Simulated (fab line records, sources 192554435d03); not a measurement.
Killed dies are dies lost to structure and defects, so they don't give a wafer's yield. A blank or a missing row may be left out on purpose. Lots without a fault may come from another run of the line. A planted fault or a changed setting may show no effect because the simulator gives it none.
Chamber matching | flow n5_finfet | N5_HKMG_FIN_ALD_71 on ald_metal-04: 4 sister chambers
The step deposits TiN, target thk 1 nm, pulse time 1 s, purge time 3 s. 16 wafers are shown with their chamber, then 8 later ones without.

WAFERS WITH THEIR CHAMBER
wafer  | chamber | heater_power_w (W) | precursor_pulse_height_rel
L078.1 | 0       | 931                | 1.008
L078.2 | 1       | 799                | 0.994
L078.6 | 2       | 854                | 0.983
L082.2 | 1       | 828                | 1.004
L082.5 | 1       | 812                | 1.022
L082.6 | 0       | 905                | 1.003
L083.1 | 2       | 855                | 0.987
L083.2 | 0       | 933                | 0.988
L083.3 | 3       | 935                | 0.971
L083.4 | 1       | 849                | 0.998
L083.5 | 1       | 819                | 0.983
L083.6 | 2       | 857                | 0.983
L087.2 | 3       | 929                | 0.999
L087.4 | 2       | 846                | 1.020
L087.5 | 2       | 866                | 0.991
L092.2 | 1       | 810                | 1.026

SIGNATURES (means of the wafers above)
reading                    | chamber 0 | chamber 1 | chamber 2 | chamber 3 | scatter within a chamber
heater_power_w             | 923.00    | 819.50    | 855.60    | 932.00    | 13.6
precursor_pulse_height_rel | 0.99967   | 1.00450   | 0.99280   | 0.98500   | 0.0157
Rule: a wafer's distance from a chamber is the root of the sum, over the readings, of the square of ((its reading less the chamber's mean) divided by the reading's scatter). The wafer belongs to the nearest chamber; if the next one is less than 2 further off, it can't be placed. The scatter: the root of (the sum of the squares of (reading less its chamber's mean) over the shown wafers, divided by (wafers less chambers)).

WAFERS WITHOUT THEIR CHAMBER
wafer  | heater_power_w (W) | precursor_pulse_height_rel
L092.4 | 851                | 0.997
L092.5 | 904                | 1.008
L094.3 | 824                | 1.026
L094.4 | 937                | 1.008
L094.6 | 943                | 1.011
L096.2 | 823                | 1.000
L096.3 | 931                | 0.957
L096.5 | 802                | 1.036

WHICH CHAMBER EACH WENT THROUGH
wafer  | from the rows above     | in truth
L092.4 | can't be placed: 2 or 1 | 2
L092.5 | can't be placed: 0 or 3 | 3
L094.3 | can't be placed: 1 or 2 | 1
L094.4 | can't be placed: 0 or 3 | 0
L094.6 | can't be placed: 0 or 3 | 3
L096.2 | 1                       | 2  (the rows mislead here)
L096.3 | can't be placed: 3 or 0 | 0
L096.5 | 1                       | 1
Placed correctly: 1 of 8. Can't be placed from these rows: 6 (the true chamber is among the candidates in 6). Placed wrongly: 1.
